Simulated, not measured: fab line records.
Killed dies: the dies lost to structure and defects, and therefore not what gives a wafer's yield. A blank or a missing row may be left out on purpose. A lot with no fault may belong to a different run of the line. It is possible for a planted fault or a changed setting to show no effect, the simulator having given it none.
What tool caused it? ; flow nand harc ; 72 wafers from 24 lots sampled at 5 of the route's 1302 steps

== WHAT EACH GAUGE READ, for each wafer ==
NHARC_A_M1_INSPECT_11. Usual: raw defect count at 84, with a standard deviation of 32.
lot;measured;on;raw defect count;flag
L077;day 23 18:55;defect inspect-01;70 73 73;
L074;day 23 21:29;defect inspect-02;84 100 104;
L075;day 24 04:57;defect inspect-02;62 72 76;
L076;day 24 09:46;defect inspect-02;111 91 109;
L078;day 25 02:01;defect inspect-01;57 49 74;
L079;day 25 05:47;defect inspect-02;131 133 121;
L081;day 25 12:31;defect inspect-02;68 84 75;
L080;day 25 15:13;defect inspect-02;93 112 104;
L082;day 26 17:53;defect inspect-01;82 94 71;
L083;day 27 09:43;defect inspect-02;49 66 49;
L084;day 27 10:25;defect inspect-01;88 71 78;
L085;day 27 16:18;defect inspect-02;13 13 17;
L086;day 27 21:27;defect inspect-02;72 62 74;
L087;day 28 02:20;defect inspect-02;77 68 56;
L089;day 28 22:15;defect inspect-02;121 114 114;
L088;day 28 23:44;defect inspect-02;103 95 92;
L090;day 30 10:40;defect inspect-02;101 99 132;
L092;day 30 18:08;defect inspect-01;149 143 156;
L091;day 30 19:51;defect inspect-02;39 41 29;
L093;day 30 22:29;defect inspect-02;68 79 73;
L094;day 31 02:55;defect inspect-02;92 69 87;
L095;day 32 03:20;defect inspect-02;48 45 27;
L097;day 32 15:13;defect inspect-01;136 158 141;
L096;day 33 03:00;defect inspect-01;99 94 87;

NHARC_A_BONDPAD_CD_MEAS_13. Usual: cd nm at 499.6 nm, with a standard deviation of 1.8.
lot;measured;on;cd nm (nm);flag
L077;day 24 00:48;cd sem-03;499.3 501.1 498.9;
L074;day 24 02:58;cd sem-01;500.9 500.0 501.2;
L075;day 24 10:13;cd sem-03;500.9 502.2 500.5;
L076;day 24 14:52;cd sem-03;495.9 498.8 498.5;
L078;day 25 07:07;cd sem-03;498.6 497.2 500.2;
L079;day 25 10:53;cd sem-03;498.5 501.1 499.1;
L081;day 25 17:44;cd sem-03;498.8 499.9 500.3;
L080;day 25 20:22;cd sem-03;501.9 497.4 502.9;
L082;day 26 23:16;cd sem-03;504.6 501.3 498.2;
L083;day 27 15:08;cd sem-02;499.0 497.7 497.9;
L084;day 27 15:29;cd sem-01;500.1 503.0 500.3;
L085;day 27 21:24;cd sem-01;501.1 499.4 499.3;
L086;day 28 02:27;cd sem-01;500.6 503.4 497.8;
L087;day 28 07:37;cd sem-01;497.8 495.9 498.6;
L089;day 29 03:23;cd sem-02;500.9 499.9 500.4;
L088;day 29 04:50;cd sem-01;499.0 499.2 498.5;
L090;day 30 15:37;cd sem-03;496.8 498.7 501.2;
L092;day 30 23:13;cd sem-02;501.5 498.7 501.0;
L091;day 31 00:59;cd sem-02;500.7 499.2 500.5;
L093;day 31 03:26;cd sem-02;500.9 497.9 499.9;
L094;day 31 13:48;cd sem-01;497.1 498.9 499.6;
L095;day 32 08:28;cd sem-01;498.5 497.8 499.6;
L097;day 32 20:20;cd sem-03;499.3 500.5 499.9;
L096;day 33 08:20;cd sem-03;496.8 496.8 497.0;

== EACH LOT AND THE TOOL THAT RAN IT (in order: tool; ch and the chambers of the sampled wafers; start) ==
lot;NHARC_A_M0_PRE_CLEAN_31;NHARC_A_BONDPAD_DEP_00;NHARC_A_BONDPAD_CMP_29
L077;pecvd-02 ch 0,1, day 23 17:27;pecvd-02 ch 0,1, day 23 23:11;cmp-04 ch 0,1,2, day 23 23:34
L074;pecvd-02 ch 1, day 23 19:53;pecvd-01 ch 1,2, day 24 01:05;cmp-02 ch 0,2,3, day 24 01:35
L075;pecvd-02 ch 0,1, day 24 03:20;pecvd-04 ch 0,1,2, day 24 08:31;cmp-02 ch 2,3, day 24 08:53
L076;pecvd-02 ch 0,1, day 24 08:10;pecvd-01 ch 1,2, day 24 13:07;cmp-04 ch 1,3, day 24 13:32
L078;pecvd-02 ch 1,2, day 25 00:34;pecvd-02 ch 0,1,2, day 25 05:46 or earlier;cmp-01 ch 2,3, day 25 05:46
L079;pecvd-04 ch 1,2, day 25 04:22;pecvd-04 ch 0,2, day 25 09:35 or earlier;cmp-04 ch 0,1,2, day 25 09:35
L081;pecvd-02 ch 0,1, day 25 11:04;pecvd-01 ch 0,1, day 25 16:01;cmp-01 ch 0,1, day 25 16:22
L080;pecvd-04 ch 0,1,2, day 25 13:49;pecvd-01 ch 0,1,2, day 25 18:44;cmp-04 ch 0,1,2, day 25 19:04
L082;pecvd-04 ch 1,2, day 26 16:26;pecvd-02 ch 0,1, day 26 21:31;cmp-02 ch 0,1,3, day 26 21:55
L083;pecvd-02 ch 0,1,2, day 27 08:17;pecvd-01 ch 0,1,2, day 27 13:02;cmp-02 ch 0,1,3, day 27 13:26
L084;pecvd-03 ch 1,2, day 27 08:49;pecvd-01 ch 1,2, day 27 13:44;cmp-04 ch 0,3, day 27 14:09
L085;pecvd-03 ch 0,1, day 27 14:52;pecvd-02 ch 0,1, day 27 20:04 or earlier;cmp-04 ch 0,1,3, day 27 20:04
L086;pecvd-03 ch 0,2, day 27 20:07;pecvd-04 ch 0,1,2, day 28 00:49;cmp-02 ch 1,3, day 28 01:13
L087;pecvd-03 ch 0,1, day 28 01:01;pecvd-02 ch 0,1,2, day 28 05:57;cmp-01 ch 2,3, day 28 06:16
L089;pecvd-02 ch 0,1,2, day 28 20:57;pecvd-02 ch 0,1,2, day 29 01:52;cmp-02 ch 1,3, day 29 02:12
L088;pecvd-04 ch 0,1,2, day 28 22:17;pecvd-02 ch 0,1, day 29 03:05;cmp-04 ch 1,2, day 29 03:31
L090;pecvd-02 ch 0,1, day 30 09:22;pecvd-01 ch 1,2, day 30 13:59;cmp-02 ch 0,2,3, day 30 14:25
L092;pecvd-03 ch 0,1,2, day 30 16:43;pecvd-02 ch 0,1,2, day 30 21:28;cmp-02 ch 0,2,3, day 30 21:53
L091;pecvd-03 ch 0,1,2, day 30 18:30;pecvd-01 ch 0,1,2, day 30 23:14;cmp-04 ch 0,2,3, day 30 23:38
L093;pecvd-02 ch 0,2, day 30 21:02;pecvd-01 ch 1,2, day 31 01:49;cmp-01 ch 0,1,3, day 31 02:14
L094;pecvd-03 ch 0,2, day 31 01:31;pecvd-01 ch 1,2, day 31 06:16;cmp-01 ch 0,1, day 31 06:40
L095;pecvd-02 ch 0,1, day 32 01:54;pecvd-02 ch 0,2, day 32 07:08 or earlier;cmp-02 ch 0,1,2, day 32 07:08
L097;pecvd-04 ch 1,2, day 32 13:46;pecvd-01 ch 0,2, day 32 18:39;cmp-01 ch 2,3, day 32 18:58
L096;pecvd-02 ch 1,2, day 33 01:25;pecvd-01 ch 0,2, day 33 06:32;cmp-02 ch 0,1,2, day 33 06:59
- NHARC_A_M0_PRE_CLEAN_31: time 12 s.
- NHARC_A_BONDPAD_DEP_00: deposits SiCN, target thk 250 nm.
- NHARC_A_BONDPAD_CMP_29: polishes SiCN, target thk 200 nm.

== WHAT THE TOOLS THEMSELVES READ (means of the sampled wafers that have a number; where no wafer has one, the mark that the record gives instead) ==
NHARC_A_M0_PRE_CLEAN_31. Usual: heater power w at 599 W, with a standard deviation of 70.
lot;tool;heater power w (W);flag
L077;pecvd-02;629;
L074;pecvd-02;595;
L075;pecvd-02;549;
L076;pecvd-02;584;
L078;pecvd-02;618;
L079;pecvd-04;549;
L081;pecvd-02;578;
L080;pecvd-04;602;
L082;pecvd-04;559;
L083;pecvd-02;617;
L084;pecvd-03;632;
L085;pecvd-03;538;
L086;pecvd-03;674;
L087;pecvd-03;557;
L089;pecvd-02;617;
L088;pecvd-04;592;
L090;pecvd-02;604;
L092;pecvd-03;586;
L091;pecvd-03;610;
L093;pecvd-02;551;
L094;pecvd-03;630;
L095;pecvd-02;620;
L097;pecvd-04;586;
L096;pecvd-02;614;

NHARC_A_BONDPAD_DEP_00. Usual: chamber pressure Torr 3.001 Torr, standard deviation 0.0071; heater power w 568 W, standard deviation 80.
lot;tool;chamber pressure Torr (Torr);heater power w (W);flag
L077;pecvd-02;3.004;533;
L074;pecvd-01;3.004;547;
L075;pecvd-04;2.999;522;
L076;pecvd-01;2.996;563;
L078;pecvd-02;3.001;513;
L079;pecvd-04;2.991;614;
L081;pecvd-01;3.002;636;
L080;pecvd-01;2.997;597;
L082;pecvd-02;2.999;495;
L083;pecvd-01;3.001;593;
L084;pecvd-01;3.004;561;
L085;pecvd-02;3.003;548;
L086;pecvd-04;3.003;569;
L087;pecvd-02;3.007;525;
L089;pecvd-02;3.002;524;
L088;pecvd-02;3.013;548;
L090;pecvd-01;3.010;582;
L092;pecvd-02;2.998;518;
L091;pecvd-01;3.002;593;
L093;pecvd-01;2.997;577;
L094;pecvd-01;3.003;590;
L095;pecvd-02;3.006;514;
L097;pecvd-01;3.002;590;
L096;pecvd-01;2.997;625;

NHARC_A_BONDPAD_CMP_29. Usual: motor current A at 12.1 A, with a standard deviation of 1.
lot;tool;motor current A (A);flag
L077;cmp-04;13.2;
L074;cmp-02;11.1;
L075;cmp-02;11.6;
L076;cmp-04;13.2;
L078;cmp-01;12.6;
L079;cmp-04;12.8;
L081;cmp-01;13.1;
L080;cmp-04;12.7;
L082;cmp-02;11.5;
L083;cmp-02;11.3;
L084;cmp-04;12.6;
L085;cmp-04;12.4;
L086;cmp-02;11.7;
L087;cmp-01;12.3;
L089;cmp-02;11.5;
L088;cmp-04;13.4;
L090;cmp-02;11.0;
L092;cmp-02;11.2;
L091;cmp-04;13.0;
L093;cmp-01;12.6;
L094;cmp-01;13.3;
L095;cmp-02;11.0;
L097;cmp-01;11.7;
L096;cmp-02;11.2;

== THE ANSWER, worked out from the rows above alone ==
Rule: take the mean of a lot's wafers that have a number; if it is more than 3 standard deviations from the usual mean, the lot is off. Also off: a lot with no number at a reading for which 4 or more lots have one. All remaining lots with rows at the step are treated as sound. After the gauges, taken in route order, come the tools' own readings; for these a lot's mean is taken, as printed above. At the first step where some lot is off, the reading lying furthest off is the one used; lots without a number count as furthest.
No lot is off at any reading shown: from this, nothing can be told.

== WHAT THE SIMULATOR PUT IN ==
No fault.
